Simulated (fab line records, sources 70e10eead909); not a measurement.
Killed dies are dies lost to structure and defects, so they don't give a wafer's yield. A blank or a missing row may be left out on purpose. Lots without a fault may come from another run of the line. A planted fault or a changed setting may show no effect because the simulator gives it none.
Chamber matching | flow nand_harc | NHARC_THIN_TSV_DEP_47 on pecvd-03: 3 sister chambers
The step deposits SiO2, target thk 200 nm. 3 wafers are shown with their chamber, then 7 later ones without.

WAFERS WITH THEIR CHAMBER
wafer  | chamber | throttle_valve_pct (%)
L488.5 | 1       | 16.4
L487.1 | 0       | 16.0
L487.2 | 2       | 15.7

WAFERS WITHOUT THEIR CHAMBER
wafer  | throttle_valve_pct (%)
L487.4 | 15.8
L494.1 | 16.1
L494.4 | 16.1
L494.6 | 15.8
L493.1 | 15.8
L493.4 | 15.5
L493.6 | 16.1

WHICH CHAMBER EACH WENT THROUGH
wafer  | from the rows above     | in truth
L487.4 | can't be placed: 2 or 0 | 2
L494.1 | can't be placed: 0 or 1 | 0
L494.4 | can't be placed: 0 or 1 | 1
L494.6 | can't be placed: 2 or 0 | 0
L493.1 | can't be placed: 2 or 0 | 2
L493.4 | 2                       | 2
L493.6 | can't be placed: 0 or 1 | 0
Placed correctly: 1 of 7. Can't be placed from these rows: 6 (the true chamber is among the candidates in 6). Placed wrongly: 0.
How it was worked out, from the rows above alone: a wafer's distance from a chamber is the root of the sum, over the readings, of the square of ((its reading less the chamber's mean) divided by the reading's scatter). The wafer belongs to the nearest chamber; if the next one is less than 2 further off, it can't be placed. A chamber's mean is the mean of its shown wafers. The scatter: with one shown wafer a chamber, the root of the mean of the squares of how far each hidden wafer lies from its nearest shown one.
